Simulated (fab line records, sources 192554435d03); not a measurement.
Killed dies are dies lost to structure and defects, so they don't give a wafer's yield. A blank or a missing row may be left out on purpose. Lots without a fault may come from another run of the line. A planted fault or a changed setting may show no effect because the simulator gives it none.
A struck lot beside a sound one | flow n5_finfet | 37 steps out of a route of 1938
Sound: wafers L867.3, L867.4, L867.5. Struck: wafers L858.1, L858.2, L858.6. The cause comes at the end.
At each step with rows: each side's tool, then ch and its chambers, then its first start. Under that, the readings that differ: sound wafers | struck wafers | difference of the means | sigmas: that difference in standard deviations of wafers without a fault.
alike: readings whose means differ by less than 2 such deviations, and words and numbers that are the same on both sides. not compared: withheld readings, readings that some wafer has no value for, bounds like >300 that may hide the same value, and numbers for which the record gives no deviation and whose values overlap.
The two part at a step that has a row with sigmas, a row that says differs or no value, or rows on one side only. Numbers that don't overlap but have no deviation are shown without sigmas and don't part them. A reading that every wafer of one side lacks parts them only if that side has two wafers or more.

first, 12 steps without rows for these wafers: N5_GATE_CUT_HM_OPEN_40 (chemistry C4F6/O2, target SiO2, target depth 139 nm, time 85.1 s); N5_GATE_CUT_STRIP_41 (strips in CF4); N5_GATE_CUT_STRIP_42 (strips in O2); N5_GATE_CUT_ETCH_19 (etches SiNx in CH3F/O2, target depth 53.7 nm, time 76.7 s); N5_GATE_CUT_CUT_ETCH_53 (etches W in SF6/Cl2, target depth 79.2 nm); N5_GATE_CUT_CUT_ETCH_54 (etches TiN in Cl2/BCl3, target depth 96.7 nm); N5_GATE_CUT_CUT_ETCH_55 (etches HfO2 in BCl3, target depth 3.2 nm); N5_GATE_CUT_ETCH_47 (etches SiO2 in Cl2/BCl3, target depth 10 nm); N5_GATE_CUT_VAPOR_ETCH_48 (etches TiN in BCl3/Cl2); N5_GATE_CUT_VAPOR_ETCH_49 (etches TiAlC in BCl3/Cl2); N5_GATE_CUT_VAPOR_ETCH_51 (etches HfO2 in BCl3/Cl2); N5_GATE_CUT_STRIP_21 (strips in N2/H2, time 30 s).
N5_GATE_CUT_STRIP_29: strips in post etch residue remover, time 60 s.
  sound on wet_bench-04 ch 3,4,6, day 10 13:47; struck on wet_bench-06 ch 0,4,6, day 8 00:45
then, 23 steps without rows for these wafers: N5_GATE_CUT_SRD_52 (time 30 s); N5_GATE_CUT_ALD_22 (deposits SiNx, target thk 16 nm, pulse time 1 s, ald cycles 320); N5_GATE_CUT_CMP_23 (polishes, stops on SiO2, t overpolish 23.4 s, target thk 16 nm); N5_GATE_CUT_CMP_43 (polishes SiO2); N5_GATE_CUT_CMP_61 (polishes, stops on SiNx, t overpolish 3 s); N5_MOL_CONTACT_COAG_COAT_103 (time 60 s, resist thk 80 nm); N5_MOL_CONTACT_COAG_COAT_104 (time 60 s, resist thk 12 nm); N5_MOL_CONTACT_COAG_COAT_58 (time 60 s, resist thk 10 nm); N5_MOL_CONTACT_COAG_COAT_02 (resist thk 30 nm); N5_MOL_CONTACT_COAG_EBR_04; N5_MOL_CONTACT_COAG_SOFTBAKE_03 (time 60 s); N5_MOL_CONTACT_COAG_EXPOSE_05 (exposes mask CA, defocus 0 nm); N5_MOL_CONTACT_COAG_PEB_06 (peb time 60 s); N5_MOL_CONTACT_COAG_DEVELOP_07 (develop time 30 s); N5_MOL_CONTACT_COAG_DESCUM_13 (chemistry O2, time 7 s); N5_MOL_CONTACT_COAG_ETCH_59 (etches underlayer in N2/H2, target depth 13 nm, time 10.4 s); N5_MOL_CONTACT_COAG_ETCH_105 (etches SiARC in CF4, target depth 15.6 nm, time 26 s); N5_MOL_CONTACT_COAG_ETCH_106 (etches SOC in N2/H2, target depth 80 nm, overetch 16 nm, time 120 s); N5_MOL_CONTACT_COAG_STRIP_107 (strips in N2/H2); N5_MOL_CONTACT_COAG_STRIP_108 (strips in N2/H2); N5_MOL_CONTACT_COAG_CONTACT_ETCH_14 (etches SiO2 in C4F6/O2, target depth 27.5 nm, overetch 8.5 nm, time 20 s); N5_MOL_CONTACT_COAG_STRIP_109 (strips in C4F6/O2); N5_MOL_CONTACT_COAG_ETCH_15 (etches SiNx in CH3F/O2, stops on Si:P, target depth 7 nm).
-- the record jumps here: 15 days lie between the struck wafers' starts before and after (it left off in module MOL_CONTACT_COAG and takes up again in module PASSIVATION, whose first step shown is number 1936 of the route) --
N5_PASSIVATION_PROBE_49:
  the record has rows for the struck wafers here (prober-02, day 23 07:56) and none for the sound ones

WHERE THEY PART
Only at N5_PASSIVATION_PROBE_49, within this record.

WHY: what the simulator had put in
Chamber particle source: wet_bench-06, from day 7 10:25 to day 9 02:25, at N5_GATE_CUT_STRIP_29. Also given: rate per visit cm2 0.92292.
